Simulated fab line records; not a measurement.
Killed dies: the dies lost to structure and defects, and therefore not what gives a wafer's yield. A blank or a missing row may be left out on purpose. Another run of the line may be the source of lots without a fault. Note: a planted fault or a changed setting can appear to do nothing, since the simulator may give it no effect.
Chamber matching :: flow n5 finfet :: N5_BEOL_M9_ETCH_61 on rie diel-04 has 4 sister chambers
The step etches SiARC in CF4, target depth 39 nm, time 65 s. 20 wafers are shown with their chamber, then 10 later ones without.

WAFERS, EACH WITH ITS CHAMBER
wafer: L074.4
chamber: 0
drypump motor current A (A): 5.8
throttle valve pct (%): 15.43
showerhead plenum p Torr (Torr): 2.05

wafer: L074.5
chamber: 2
drypump motor current A (A): 6.2
throttle valve pct (%): 15.17
showerhead plenum p Torr (Torr): 2.10

wafer: L074.6
chamber: 3
drypump motor current A (A): 6.4
throttle valve pct (%): 15.80
showerhead plenum p Torr (Torr): 1.98

wafer: L075.1
chamber: 1
drypump motor current A (A): 5.2
throttle valve pct (%): 15.54
showerhead plenum p Torr (Torr): 2.07

wafer: L075.2
chamber: 3
drypump motor current A (A): 6.4
throttle valve pct (%): 15.80
showerhead plenum p Torr (Torr): 1.98

wafer: L075.4
chamber: 2
drypump motor current A (A): 6.2
throttle valve pct (%): 15.17
showerhead plenum p Torr (Torr): 2.10

wafer: L078.2
chamber: 0
drypump motor current A (A): 5.9
throttle valve pct (%): 15.46
showerhead plenum p Torr (Torr): 2.05

wafer: L078.4
chamber: 0
drypump motor current A (A): 5.9
throttle valve pct (%): 15.46
showerhead plenum p Torr (Torr): 2.05

wafer: L078.5
chamber: 2
drypump motor current A (A): 6.2
throttle valve pct (%): 15.19
showerhead plenum p Torr (Torr): 2.10

wafer: L079.1
chamber: 1
drypump motor current A (A): 5.2
throttle valve pct (%): 15.56
showerhead plenum p Torr (Torr): 2.07

wafer: L079.2
chamber: 2
drypump motor current A (A): 6.2
throttle valve pct (%): 15.19
showerhead plenum p Torr (Torr): 2.09

wafer: L079.3
chamber: 0
drypump motor current A (A): 5.9
throttle valve pct (%): 15.48
showerhead plenum p Torr (Torr): 2.05

wafer: L079.4
chamber: 3
drypump motor current A (A): 6.4
throttle valve pct (%): 15.83
showerhead plenum p Torr (Torr): 1.97

wafer: L079.5
chamber: 1
drypump motor current A (A): 5.2
throttle valve pct (%): 15.55
showerhead plenum p Torr (Torr): 2.07

wafer: L079.6
chamber: 2
drypump motor current A (A): 6.3
throttle valve pct (%): 15.19
showerhead plenum p Torr (Torr): 2.09

wafer: L083.1
chamber: 2
drypump motor current A (A): 6.2
throttle valve pct (%): 15.18
showerhead plenum p Torr (Torr): 2.09

wafer: L083.4
chamber: 0
drypump motor current A (A): 5.9
throttle valve pct (%): 15.48
showerhead plenum p Torr (Torr): 2.05

wafer: L083.6
chamber: 3
drypump motor current A (A): 6.4
throttle valve pct (%): 15.85
showerhead plenum p Torr (Torr): 1.97

wafer: L084.3
chamber: 0
drypump motor current A (A): 5.9
throttle valve pct (%): 15.50
showerhead plenum p Torr (Torr): 2.04

wafer: L084.5
chamber: 0
drypump motor current A (A): 5.9
throttle valve pct (%): 15.50
showerhead plenum p Torr (Torr): 2.04

SIGNATURES, as means of the wafers listed above
reading: drypump motor current A
chamber 0: 5.886
chamber 1: 5.200
chamber 2: 6.217
chamber 3: 6.400
scatter within a chamber: 0.0325

reading: throttle valve pct
chamber 0: 15.4729
chamber 1: 15.5500
chamber 2: 15.1817
chamber 3: 15.8200
scatter within a chamber: 0.0197

reading: showerhead plenum p Torr
chamber 0: 2.0471
chamber 1: 2.0700
chamber 2: 2.0950
chamber 3: 1.9750
scatter within a chamber: 0.00496
Rule: a wafer's distance from a chamber is the root of the sum, over the readings, of the square of ((its reading less the chamber's mean) divided by the reading's scatter). The wafer belongs to the nearest chamber; if the next one is less than 2 further off, it can't be placed. The scatter is the square root of a quotient: the sum, over the shown wafers, of each reading's squared deviation from its chamber's mean, divided by wafers minus chambers.

WAFERS WITH NO CHAMBER GIVEN
wafer: L084.6
drypump motor current A (A): 5.3
throttle valve pct (%): 15.56
showerhead plenum p Torr (Torr): 2.07

wafer: L087.1
drypump motor current A (A): 5.3
throttle valve pct (%): 15.58
showerhead plenum p Torr (Torr): 2.07

wafer: L087.3
drypump motor current A (A): 6.2
throttle valve pct (%): 15.20
showerhead plenum p Torr (Torr): 2.09

wafer: L087.6
drypump motor current A (A): 6.2
throttle valve pct (%): 15.21
showerhead plenum p Torr (Torr): 2.09

wafer: L094.2
drypump motor current A (A): 5.3
throttle valve pct (%): 15.60
showerhead plenum p Torr (Torr): 2.06

wafer: L094.4
drypump motor current A (A): 6.2
throttle valve pct (%): 15.26
showerhead plenum p Torr (Torr): 2.09

wafer: L094.5
drypump motor current A (A): 5.3
throttle valve pct (%): 15.62
showerhead plenum p Torr (Torr): 2.06

wafer: L097.3
drypump motor current A (A): 5.2
throttle valve pct (%): 15.63
showerhead plenum p Torr (Torr): 2.06

wafer: L097.4
drypump motor current A (A): 6.4
throttle valve pct (%): 15.91
showerhead plenum p Torr (Torr): 1.96

wafer: L097.5
drypump motor current A (A): 6.4
throttle valve pct (%): 15.90
showerhead plenum p Torr (Torr): 1.96

EACH ONE'S CHAMBER
wafer: L084.6
from the rows above: 1
in truth: 1

wafer: L087.1
from the rows above: 1
in truth: 1

wafer: L087.3
from the rows above: 2
in truth: 2

wafer: L087.6
from the rows above: 2
in truth: 2

wafer: L094.2
from the rows above: 1
in truth: 1

wafer: L094.4
from the rows above: 2
in truth: 2

wafer: L094.5
from the rows above: 1
in truth: 1

wafer: L097.3
from the rows above: 1
in truth: 1

wafer: L097.4
from the rows above: 3
in truth: 3

wafer: L097.5
from the rows above: 3
in truth: 3
Placed correctly: 10 of 10. From these rows, 0 cannot be placed. Number placed wrongly: 0.
